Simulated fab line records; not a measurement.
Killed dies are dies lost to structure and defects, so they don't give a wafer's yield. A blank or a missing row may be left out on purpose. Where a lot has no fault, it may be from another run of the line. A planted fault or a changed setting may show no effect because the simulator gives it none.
fab line records -- flow nand_harc
record: lots: 13, wafers: 39, last_day: 22
route steps=1159 shown A_ZERO_WELL@405 A_SOURCE_PLATE@416 A_ONON_D1@425 END@1159
lots untouched by any fault: they come from a run of this same line in which no faults occurred
start_h: the number of hours between the record's first day and the start of the first shown wafer of the lot -- wait_h: hours since the lot's step before -- " unchanged from the row above -- L1.1+2: one row covering several wafers at once -- - no value, or no start given -- * or withheld: withheld -- < > ~ a bound
route shown NAME@n: names a module that has steps shown in the file, with the first one's number in the route -- usual: mean and standard deviation over wafers with no fault -- same: alike in all rows -- chamber/n: place in a boat -- sites: the reading at each site -- _std_site: their standard deviation -- _edge_site: the outer-site mean with the inner-site mean subtracted -- radius_mm: for every site, how far away it sits from the centre of the wafer -- mask NAME#n: copy n -- behind: tool/chamber where the wafer was last shaped -- hold: cause of the lot's hold/its duration in hours/its outcome -- device: the n, p or np transistor that did not switch -- end of line: tests of these same wafers at the route's end -- a step with no rows: only its recipe -- killed: dies that structure and defects cost at the first sort, which is not the same as the wafer's yield -- map: dies across one wafer; x = killed, . = not, _ = none there
set.NAME: the setting as run; set.NAME@STEP: as run at that earlier step -- model.NAME: the simulator's own value behind a step, which no gauge read
one table for each step of the route and one row for each wafer, over a sample of lots
services: from which hour (start_h, from the record's first day; less than 0 if before it) a tool's chamber was out of use, for how many hours, and why
== steps ==
step: NHARC_A_ZERO_WELL_ETCH_13
recipe: target_depth_a: 1200, time_s: 40.1, hbr_flow_sccm: 150, cl2_flow_sccm: 50, rf_w: 400, icp_w: 400, bias_w: 100, chemistry: HBr/Cl2
usual: drypump_motor_current_A: 5.7/0.54, mfc_cl2_sccm: 49.99/0.14, oes_product_au: 0.998/0.012, rf_fwd_power_W: 394.7/1.5, throttle_valve_pct: 26.406/0.0096
lot.wafer,tool,chamber,start_h,wait_h,drypump_motor_current_A,mfc_cl2_sccm,oes_product_au,rf_fwd_power_W,rf_hours_counter_h,throttle_valve_pct
L859.2,rie_si-03,0,129.25,-,5.3,49.99,1.026,392.3,0.8,26.421
L859.4,rie_si-03,2,129.25,-,5.8,50.03,1.000,395.5,1.0,26.394
L859.6,rie_si-03,0,129.25,-,5.3,50.01,1.019,393.8,-,26.413
L860.4,rie_si-03,1,141.47,-,5.8,49.75,0.993,391.5,1.0,26.397
L860.6,rie_si-03,0,141.47,-,5.3,49.91,1.019,393.2,-,26.417
L860.5,rie_si-03,1,141.47,-,5.8,49.74,0.988,390.2,-,26.399
L861.1,rie_si-03,1,148.27,-,5.7,50.05,0.996,391.6,1.1,26.410
L861.4,rie_si-03,3,148.27,-,5.8,49.87,1.003,395.0,1.1,26.395
L861.6,rie_si-03,2,148.27,-,5.8,50.09,1.002,395.0,-,26.396
L863.3,rie_si-01,0,157.72,-,5.0,50.14,1.002,394.5,0.2,26.411
L863.6,rie_si-01,1,157.72,-,5.5,49.87,0.981,394.1,-,26.392
L863.5,rie_si-01,2,157.72,-,6.7,49.96,0.993,395.6,-,26.393
L864.2,rie_si-01,2,163.57,-,6.7,49.93,0.997,395.0,0.3,26.410
L864.1,rie_si-01,3,163.57,-,5.2,50.27,0.984,394.7,0.3,26.419
L864.5,rie_si-01,0,163.57,-,5.0,49.93,1.007,393.8,-,26.418
L865.1,rie_si-01,1,173.92,-,5.5,49.93,0.984,395.3,0.4,26.389
L865.3,rie_si-01,2,173.92,-,6.7,50.02,0.992,395.5,0.4,26.403
L865.2,rie_si-01,0,173.92,-,5.0,49.83,0.989,394.4,0.2,26.390
L867.4,rie_si-01,2,181.16,-,6.7,50.12,1.003,393.4,0.4,26.399
L867.3,rie_si-01,0,181.16,-,5.0,50.04,1.008,394.6,0.3,26.389
L867.5,rie_si-01,1,181.16,-,5.5,49.93,0.994,395.8,-,26.405
L866.1,rie_si-03,2,182.02,-,5.8,49.83,0.998,394.4,0.1,26.411
L866.4,rie_si-03,3,182.02,-,5.8,50.05,1.017,395.2,0.1,26.398
L866.5,rie_si-03,1,182.02,-,5.8,49.89,0.987,393.0,-,26.394
L868.3,rie_si-05,3,182.58,-,6.0,50.06,0.980,393.8,0.8,26.411
L868.2,rie_si-05,0,182.58,-,5.4,49.88,0.988,394.6,0.9,26.408
L868.5,rie_si-05,0,182.58,-,5.4,50.21,0.994,394.7,-,26.413
L870.2,rie_si-03,3,193.64,-,5.8,50.12,1.018,395.8,0.1,26.394
L870.3,rie_si-03,0,193.64,-,5.3,50.19,1.012,392.9,0.1,26.398
L870.1,rie_si-03,2,193.64,-,5.8,49.95,0.998,394.1,0.2,26.403
L872.1,rie_si-01,0,207.31,-,5.0,50.04,1.001,394.5,0.5,26.427
L872.4,rie_si-01,2,207.31,-,6.7,49.92,1.001,395.5,-,26.421
L872.6,rie_si-01,0,207.31,-,5.0,49.83,0.994,393.8,-,26.404
L871.2,rie_si-05,2,207.75,-,5.8,50.00,1.005,394.1,0.9,26.408
L871.1,rie_si-05,3,207.75,-,6.0,50.08,0.969,396.2,1.1,26.398
L871.6,rie_si-05,1,207.75,-,5.1,50.05,1.004,397.7,-,26.415
L874.1,rie_si-01,2,234.53,-,6.7,49.95,0.996,395.1,0.9,26.412
L874.4,rie_si-01,0,234.53,-,5.0,49.96,1.001,397.1,-,26.394
L874.5,rie_si-01,2,234.53,-,6.7,49.80,0.997,397.4,-,26.387
step: NHARC_A_SOURCE_PLATE_THK_MEAS_09
recipe: thk_meas_gauge: ellipsometry
usual: thk_nm: 9.6/1.1
lot.wafer,tool,chamber,start_h,wait_h,thk_nm
L859.2,film_metro-02,-,137.65,0.4,9.7
L859.4,film_metro-02,-,137.65,0.4,8.1
L859.6,film_metro-02,-,137.65,0.4,9.4
L860.4,film_metro-02,-,149.99,0.4,11.0
L860.5,film_metro-02,-,149.99,0.4,10.8
L860.6,film_metro-02,-,149.99,0.4,11.5
L861.1,film_metro-01,-,156.77,0.4,8.9
L861.4,film_metro-01,-,156.77,0.4,11.5
L861.6,film_metro-01,-,156.77,0.4,10.2
L863.3,film_metro-01,-,166.71,0.4,9.1
L863.5,film_metro-01,-,166.71,0.4,8.8
L863.6,film_metro-01,-,166.71,0.4,9.5
L864.1,film_metro-02,-,172.02,0.4,9.1
L864.2,film_metro-02,-,172.02,0.4,9.8
L864.5,film_metro-02,-,172.02,0.4,9.2
L865.1,film_metro-02,-,182.49,0.4,8.6
L865.2,film_metro-02,-,182.49,0.4,7.8
L865.3,film_metro-02,-,182.49,0.4,9.5
L866.1,film_metro-01,-,191.37,0.4,9.1
L866.4,film_metro-01,-,191.37,0.4,10.1
L866.5,film_metro-01,-,191.37,0.4,11.5
L867.3,film_metro-02,-,191.37,0.4,8.3
L867.4,film_metro-02,-,191.37,0.4,8.0
L867.5,film_metro-02,-,191.37,0.4,9.1
L868.2,film_metro-01,-,191.38,0.4,8.9
L868.3,film_metro-01,-,191.38,0.4,10.7
L868.5,film_metro-01,-,191.38,0.4,8.8
L870.1,film_metro-02,-,201.89,0.4,8.7
L870.2,film_metro-02,-,201.89,0.4,10.5
L870.3,film_metro-02,-,201.89,0.4,12.1
L872.1,film_metro-01,-,218.67,0.4,9.7
L872.4,film_metro-01,-,218.67,0.4,9.5
L872.6,film_metro-01,-,218.67,0.4,9.2
L871.1,film_metro-02,-,218.67,0.4,10.1
L871.2,film_metro-02,-,218.67,0.4,9.9
L871.6,film_metro-02,-,218.67,0.4,9.7
L874.1,film_metro-02,-,243.72,0.4,11.3
L874.4,film_metro-02,-,243.72,0.4,10.6
L874.5,film_metro-02,-,243.72,0.4,7.8
step: NHARC_A_ONON_D1_THK_MEAS_02
recipe: thk_meas_gauge: ellipsometry
usual: thk_nm: 1003/14
lot.wafer,tool,chamber,start_h,wait_h,thk_nm
L859.2,film_metro-01,-,151.95,-,1002
L859.4,film_metro-01,-,151.95,-,1001
L859.6,film_metro-01,-,151.95,-,1002
L860.4,film_metro-01,-,163.79,-,1012
L860.5,film_metro-01,-,163.79,-,1015
L860.6,film_metro-01,-,163.79,-,1012
L861.1,film_metro-01,-,170.32,-,1021
L861.4,film_metro-01,-,170.32,-,1017
L861.6,film_metro-01,-,170.32,-,1021
L863.3,film_metro-02,-,180.55,-,987
L863.5,film_metro-02,-,180.55,-,986
L863.6,film_metro-02,-,180.55,-,988
L864.1,film_metro-02,-,186.45,-,988
L864.2,film_metro-02,-,186.45,-,988
L864.5,film_metro-02,-,186.45,-,989
L865.1,film_metro-02,-,198.83,-,1004
L865.2,film_metro-02,-,198.83,-,1003
L865.3,film_metro-02,-,198.83,-,1004
L866.1,film_metro-02,-,205.17,-,981
L866.4,film_metro-02,-,205.17,-,978
L866.5,film_metro-02,-,205.17,-,981
L868.2,film_metro-01,-,205.20,-,1015
L868.3,film_metro-01,-,205.20,-,1013
L868.5,film_metro-01,-,205.20,-,1014
L867.3,film_metro-02,-,205.52,-,998
L867.4,film_metro-02,-,205.52,-,998
L867.5,film_metro-02,-,205.52,-,998
L870.1,film_metro-02,-,215.99,-,1003
L870.2,film_metro-02,-,215.99,-,1005
L870.3,film_metro-02,-,215.99,-,1005
L872.1,film_metro-01,-,232.27,-,1021
L872.4,film_metro-01,-,232.27,-,1021
L872.6,film_metro-01,-,232.27,-,1020
L871.1,film_metro-02,-,232.28,-,990
L871.2,film_metro-02,-,232.28,-,992
L871.6,film_metro-02,-,232.28,-,992
L874.1,film_metro-01,-,260.17,-,982
L874.4,film_metro-01,-,260.17,-,980
L874.5,film_metro-01,-,260.17,-,982
step: NHARC_A_ONON_D1_DEP_25
recipe: target_thk_a: 10000, n2_flow_sccm: 2750, n2o_flow_sccm: 2000, nh3_flow_sccm: 500, sih4_flow_sccm: 210, temp_c: 400
usual: susceptor_temp_C: 400.00/0.23
lot.wafer,tool,chamber,start_h,wait_h,susceptor_temp_C
L859.2,pecvd_onon-04,0,163.27,0.1,399.68
L859.4,pecvd_onon-04,0,163.27,0.1,400.00
L859.6,pecvd_onon-04,0,163.27,0.1,400.11
L860.4,pecvd_onon-02,0,177.89,0.2,400.24
L860.5,pecvd_onon-02,0,177.89,0.2,400.43
L860.6,pecvd_onon-02,0,177.89,0.2,400.11
L861.1,pecvd_onon-04,0,182.27,0.1,400.03
L861.4,pecvd_onon-04,0,182.27,0.1,399.86
L861.6,pecvd_onon-04,0,182.27,0.1,399.89
L863.3,pecvd_onon-04,0,191.02,0.2,400.27
L863.5,pecvd_onon-04,0,191.02,0.2,399.78
L863.6,pecvd_onon-04,0,191.02,0.2,400.10
L864.1,pecvd_onon-02,0,198.83,0.1,399.80
L864.2,pecvd_onon-02,0,198.83,0.1,399.98
L864.5,pecvd_onon-02,0,198.83,0.1,399.32
L865.1,pecvd_onon-01,0,211.79,0.1,399.76
L865.2,pecvd_onon-01,0,211.79,0.1,400.13
L865.3,pecvd_onon-01,0,211.79,0.1,399.76
L866.1,pecvd_onon-01,0,215.70,0.1,399.70
L866.4,pecvd_onon-01,0,215.70,0.1,399.68
L866.5,pecvd_onon-01,0,215.70,0.1,399.61
L868.2,pecvd_onon-04,0,215.90,0.2,399.93
L868.3,pecvd_onon-04,0,215.90,0.2,400.19
L868.5,pecvd_onon-04,0,215.90,0.2,399.98
L867.3,pecvd_onon-02,0,215.94,0.3,399.78
L867.4,pecvd_onon-02,0,215.94,0.3,400.06
L867.5,pecvd_onon-02,0,215.94,0.3,399.99
L870.1,pecvd_onon-04,0,226.63,0.1,400.17
L870.2,pecvd_onon-04,0,226.63,0.1,399.94
L870.3,pecvd_onon-04,0,226.63,0.1,399.80
L871.1,pecvd_onon-01,0,242.90,0.1,400.04
L871.2,pecvd_onon-01,0,242.90,0.1,400.13
L871.6,pecvd_onon-01,0,242.90,0.1,400.33
L872.1,pecvd_onon-01,0,243.25,0.1,399.79
L872.4,pecvd_onon-01,0,243.25,0.1,400.04
L872.6,pecvd_onon-01,0,243.25,0.1,400.24
L874.1,pecvd_onon-04,0,270.79,0.1,400.41
L874.4,pecvd_onon-04,0,270.79,0.1,400.15
L874.5,pecvd_onon-04,0,270.79,0.1,400.17
step: NHARC_A_ONON_D1_THK_MEAS_27
recipe: thk_meas_gauge: ellipsometry
usual: thk_nm: 996/11
lot.wafer,tool,chamber,start_h,wait_h,thk_nm
L859.2,film_metro-01,-,163.72,-,988
L859.4,film_metro-01,-,163.72,-,989
L859.6,film_metro-01,-,163.72,-,989
L860.4,film_metro-02,-,178.23,-,1010
L860.5,film_metro-02,-,178.23,-,1011
L860.6,film_metro-02,-,178.23,-,1009
L861.1,film_metro-02,-,182.78,-,997
L861.4,film_metro-02,-,182.78,-,997
L861.6,film_metro-02,-,182.78,-,996
L863.3,film_metro-02,-,191.42,-,996
L863.5,film_metro-02,-,191.42,-,998
L863.6,film_metro-02,-,191.42,-,996
L864.1,film_metro-01,-,199.34,-,997
L864.2,film_metro-01,-,199.34,-,997
L864.5,film_metro-01,-,199.34,-,996
L865.1,film_metro-02,-,212.31,-,1000
L865.2,film_metro-02,-,212.31,-,998
L865.3,film_metro-02,-,212.31,-,1000
L866.1,film_metro-02,-,216.21,-,990
L866.4,film_metro-02,-,216.21,-,989
L866.5,film_metro-02,-,216.21,-,990
L867.3,film_metro-02,-,216.34,-,966
L867.4,film_metro-02,-,216.34,-,968
L867.5,film_metro-02,-,216.34,-,968
L868.2,film_metro-01,-,216.35,-,1005
L868.3,film_metro-01,-,216.35,-,1005
L868.5,film_metro-01,-,216.35,-,1005
L870.1,film_metro-02,-,227.14,-,986
L870.2,film_metro-02,-,227.14,-,985
L870.3,film_metro-02,-,227.14,-,987
L871.1,film_metro-02,-,243.41,-,585
L871.2,film_metro-02,-,243.41,-,585
L871.6,film_metro-02,-,243.41,-,585
L872.1,film_metro-01,-,243.76,-,593
L872.4,film_metro-01,-,243.76,-,592
L872.6,film_metro-01,-,243.76,-,593
L874.1,film_metro-01,-,271.30,-,997
L874.4,film_metro-01,-,271.30,-,999
L874.5,film_metro-01,-,271.30,-,999
step: NHARC_END_SORT_01
recipe: temp_c: 25
usual: killed_at_array: 27/11, killed_at_other: 0.7/1.1, killed_at_periphery: 3.6/2.4, killed_dies: 32/11, killed_open: 3.3/1.8, killed_short: 2.1/1.5
same: gross_dies: 677
lot.wafer,tool,chamber,start_h,wait_h,killed_at_array,killed_at_other,killed_at_periphery,killed_dies,killed_open,killed_short
L871.1,prober-01,0,509.93,2.5,676,0,1,677,7,3
L871.2,prober-01,0,510.73,2.8,674,0,3,677,4,0
L871.6,prober-01,0,513.92,4.0,675,0,2,677,5,0
L872.1,prober-01,0,517.76,2.5,674,0,3,677,2,3
L872.4,prober-01,0,520.17,3.4,675,0,2,677,5,1
L872.6,prober-01,0,521.77,4.0,674,1,2,677,7,3
killed by level:class
L871.1 A_ONON_D1:area_dep=636 A_SLIT:chamber_film_flake=14 A_CONTACT:chamber_film_flake=8 A_CHANNEL_HOLE_D1:chamber_film_flake=6 A_SOURCE_PLATE:geometric_particle:open=3 A_STAIRCASE:chamber_film_flake=2 A_CHANNEL_FILL_D1:geometric_particle:open=1 A_SGD_CUT:geometric_particle:short=1
L871.2 A_ONON_D1:area_dep=647 A_SLIT:chamber_film_flake=10 A_CONTACT:chamber_film_flake=9 A_CHANNEL_HOLE_D1:chamber_film_flake=3 P_M1:chamber_film_flake=2 A_ONON_D1:geometric_particle:open=1 A_CONTACT:geometric_particle:open=1 A_BLC:geometric_particle:open=1
L871.6 A_ONON_D1:area_dep=641 A_SLIT:chamber_film_flake=12 A_CONTACT:chamber_film_flake=11 A_CHANNEL_HOLE_D1:chamber_film_flake=6 A_CONTACT:geometric_particle:open=2 P_GATE:geometric_particle:open=1 A_ONON_D1:geometric_particle:open=1 A_M0:geometric_particle:open=1
L872.1 A_ONON_D1:area_dep=645 A_CHANNEL_HOLE_D1:chamber_film_flake=20 A_CONTACT:chamber_film_flake=4 P_CONTACT:geometric_particle:open=2 A_CHANNEL_FILL_D1:geometric_particle:short=1 A_SLIT:geometric_particle:short=1 A_WL_FILL:geometric_particle:short=1 P_GATE:chamber_film_flake=1
L872.4 A_ONON_D1:area_dep=646 A_CHANNEL_HOLE_D1:chamber_film_flake=19 A_M0:geometric_particle:open=4 A_CONTACT:chamber_film_flake=3 A_WL_FILL:geometric_particle:short=1 A_CONTACT:geometric_particle:open=1 P_STI:chamber_film_flake=1 P_GATE:chamber_film_flake=1
L872.6 A_ONON_D1:area_dep=640 A_CHANNEL_HOLE_D1:chamber_film_flake=18 A_CONTACT:chamber_film_flake=4 A_CHANNEL_FILL_D1:geometric_particle:open=2 A_STAIRCASE:chamber_film_flake=2 A_WL_FILL:chamber_film_flake=2 P_CONTACT:geometric_particle:open=1 P_M0:geometric_particle:open=1
== services ==
tool,chamber,start_h,hours,kind
pecvd_onon-02,-,111.00,13.0,pm
rie_si-01,-,127.00,9.0,pm
rie_si-01,0,127.00,9.7,vent_cycle
rie_si-01,1,127.00,9.0,vent_cycle
rie_si-01,2,127.00,9.0,vent_cycle
rie_si-01,3,127.00,9.0,vent_cycle
rie_si-01,1,136.00,-,clean
rie_si-01,2,136.00,-,clean
rie_si-01,3,136.00,-,clean
rie_si-01,0,140.63,1.5,repair
rie_si-03,-,155.00,9.0,pm
rie_si-03,0,155.00,9.0,vent_cycle
rie_si-03,1,155.00,9.0,vent_cycle
pecvd_onon-04,-,169.25,8.7,repair
rie_si-01,3,186.73,77.1,repair
rie_si-05,2,189.07,8.0,repair
rie_si-01,-,189.19,2.1,repair
pecvd_onon-01,-,195.00,13.0,pm
rie_si-01,1,204.45,4.2,repair
rie_si-05,-,218.23,0.2,repair
pecvd_onon-04,-,237.09,13.0,pm
rie_si-05,-,239.00,9.0,pm
rie_si-01,0,264.05,2.3,repair
rie_si-01,0,266.71,7.0,repair
== key ==
first_sign: step: NHARC_A_ONON_D1_THK_MEAS_27, reading: thk_nm, direction: down, sigmas: 37, usual: 996, struck: 589
effect: step: NHARC_END_SORT_01, reading: killed_at_array, direction: up, sigmas: 60, usual: 27, struck: 675
more_kills_born_at: NHARC_A_ONON_D1_DEP_25@pecvd_onon-01: 3855
met_at NHARC_A_ONON_D1_DEP_25
struck_lots L871,L872
struck_wafers L871.1,L871.2,L871.6,L872.1,L872.4,L872.6
later_rows_left_out L871.1,L871.2,L871.6,L872.1,L872.4,L872.6
tester_left_out L871,L872
not_acting_at NHARC_A_ZERO_WELL_ETCH_13,NHARC_A_SOURCE_PLATE_THK_MEAS_09,NHARC_A_ONON_D1_THK_MEAS_02
fault: kind: process_parameter_drift, tool: pecvd_onon-01, chamber: 0, onset_h: 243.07, steps: NHARC_A_ONON_D1_DEP_25, channel: target_thk_a, offset: *, shape: step, end_h: 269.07, acts_in: *, stated: *
tester_left_out: of these lots the tester's yield and bins aren't shown, on N5 and GAA mostly nor the transistor test; their killed dies are dies lost to structure and defects alone, not to doping, threshold or leakage, so they don't give the yield
later_rows_left_out: the simulator's readings of these wafers behind a module that went badly wrong aren't trusted and aren't shown, but for the sort
